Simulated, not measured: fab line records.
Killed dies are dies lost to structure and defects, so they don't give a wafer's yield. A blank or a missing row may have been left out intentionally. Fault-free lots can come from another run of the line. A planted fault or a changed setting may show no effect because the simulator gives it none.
A lot that was struck, set against a sound lot | flow nand_harc | 35 steps out of a route of 1302
Sound: wafers L539.2, L539.5, L539.6. Struck: wafers L530.2, L530.3, L530.4. At the end, the cause is stated.
Per side, at each step with rows, come the tool, then ch with its chambers, and then its first start. Under that, the readings that differ: sound wafers | struck wafers | difference of the means | sigmas: that difference in standard deviations of wafers without a fault.
alike: readings with means less than 2 such deviations apart, plus words and numbers identical on both sides. not compared: withheld readings, readings lacking a value on some wafer, bounds such as >300 that could conceal the same value, and numbers that have no deviation in the record and whose values overlap.
Wherever a step has rows on one side only, a row that says differs or no value, or a row with sigmas, the two part there. Numbers that have no deviation but don't overlap get no sigmas and don't part them. Lack of a reading on every wafer of one side parts them only where that side has two or more wafers.

first, 1 step without rows for these wafers: NHARC_A_SLIT_SRD_20.
NHARC_A_SLIT_CD_MEAS_21:
  sound on cd_sem-03, day 28 19:11; struck on cd_sem-03, day 24 21:39
  alike: cd_nm
then, 3 steps without rows for these wafers: NHARC_A_SIN_REMOVE_WET_00 (chemistry H3PO4, time 15300 s); NHARC_A_SIN_REMOVE_PRECLEAN_01 (cleans in SC1); NHARC_A_SIN_REMOVE_SRD_02.
NHARC_A_SIN_REMOVE_INSPECT_04:
  sound on defect_inspect-01, day 29 01:49; struck on defect_inspect-01, day 25 04:17
  alike: raw_defect_count
then, 2 steps without rows for these wafers: NHARC_A_WL_FILL_ALD_00 (deposits Al2O3, target thk 3 nm, pulse time 3 s, ald cycles 30); NHARC_A_WL_FILL_RTA_01 (time 5 s).
NHARC_A_WL_FILL_ALD_02: deposits TiN, target thk 2 nm, pulse time 3 s, ald cycles 100.
  sound on ald_metal-03 ch 1,2,3, day 29 02:28; struck on ald_metal-01 ch 0,2,3, day 25 04:52
  alike: heater_power_w, precursor_pulse_height_rel
then, 1 step without rows for these wafers: NHARC_A_WL_FILL_CVD_03 (deposits W, target thk 40 nm, time 279 s).
NHARC_A_WL_FILL_ETCHBACK_04: etches the open film in NF3, target depth 60 nm, time 120 s.
  sound on rie_metal-01 ch 0,1, day 29 03:10; struck on rie_metal-02 ch 0,1, day 25 05:38
  alike: chamber_pressure_mTorr, drypump_motor_current_A, oes_product_au
  not compared: rf_hours_counter_h
then, 7 steps without rows for these wafers: NHARC_A_WL_FILL_ETCHBACK_05 (etches the open film in Cl2/BCl3, target depth 22 nm, time 60 s); NHARC_A_WL_FILL_STRIP_27 (strips in N2/H2, time 20 s); NHARC_A_WL_FILL_STRIP_28 (strips in post etch residue remover, time 1200 s); NHARC_A_WL_FILL_PRECLEAN_06 (cleans in DIW, time 300 s); NHARC_A_WL_FILL_SRD_07; NHARC_A_WL_FILL_ANNEAL_08 (time 1800 s); NHARC_A_WL_FILL_ALD_10 (deposits SiO2, target thk 50 nm, pulse time 10 s, ald cycles 500).
NHARC_A_WL_FILL_ETCHBACK_16: etches the open film in C4F8/O2/Ar, target depth 120 nm, time 24 s.
  sound: rie_diel-04 ch 1,2,3; struck: rie_diel-04 ch 1,2,3
  reading               | sound             | struck            | difference | sigmas
  oes_product_au (a.u.) | 0.921 0.928 0.933 | 0.970 0.995 1.010 | +0.064     | +2
  alike: chamber_pressure_mTorr, rf_vpp_V
  not compared: rf_hours_counter_h
NHARC_A_WL_FILL_STRIP_29: strips in O2, time 20 s.
  sound on rie_diel-04 ch 0,1,2, day 29 16:41; struck on rie_diel-04 ch 0,2,3, day 25 19:52
  alike: chamber_pressure_mTorr, drypump_motor_current_A, oes_product_au, rf_vpp_V, showerhead_plenum_p_Torr, throttle_valve_pct
  not compared: rf_hours_counter_h
then, 12 steps without rows for these wafers: NHARC_A_WL_FILL_ETCHBACK_17 (etches the open film in Cl2/BCl3, target depth 4 nm, time 26.7 s); NHARC_A_WL_FILL_PRECLEAN_18 (cleans in dHF, time 30 s); NHARC_A_WL_FILL_SRD_21; NHARC_A_WL_FILL_CVD_23 (deposits poly-Si, target thk 40 nm, time 800 s); NHARC_A_WL_FILL_ETCHBACK_26 (etches the open film in HBr, target depth 52 nm, time 13.3 s); NHARC_A_WL_FILL_PRECLEAN_30 (cleans in dHF, time 10 s); NHARC_A_WL_FILL_SRD_14; NHARC_A_WL_FILL_ALD_19 (deposits TiN, target thk 2 nm, pulse time 3 s, ald cycles 100); NHARC_A_WL_FILL_CVD_20 (deposits W, target thk 100 nm, time 74 s); NHARC_A_WL_FILL_CMP_12 (polishes, t overpolish 30 s, target thk 100 nm); NHARC_A_WL_FILL_SRD_31; NHARC_A_CONTACT_DEP_24 (deposits SiO2, target thk 500 nm).
NHARC_A_CONTACT_DEP_28: deposits aC, target thk 7000 nm.
  sound on acl_dep-03 ch 0, day 30 00:16; struck on acl_dep-03 ch 0, day 26 03:43
  alike: throttle_valve_pct
NHARC_A_CONTACT_DEP_29: deposits SiON, target thk 100 nm.
  sound on pecvd-03 ch 0,1,2, day 30 04:07; struck on pecvd-03 ch 0,1, day 26 07:17
  alike: heater_power_w
-- record jumps: 3 days between struck wafers' starts before vs after; left off in module A_CONTACT, resumes in module END, first step shown is number 1302 of the route --
NHARC_END_SORT_01:
  the record has rows for the struck wafers here (prober-02 ch 0, day 29 12:55) and none for the sound ones

## WHERE THEY PART
Last at NHARC_END_SORT_01 as far as this record goes, first at NHARC_A_WL_FILL_ETCHBACK_16.

WHY: what the simulator had put in
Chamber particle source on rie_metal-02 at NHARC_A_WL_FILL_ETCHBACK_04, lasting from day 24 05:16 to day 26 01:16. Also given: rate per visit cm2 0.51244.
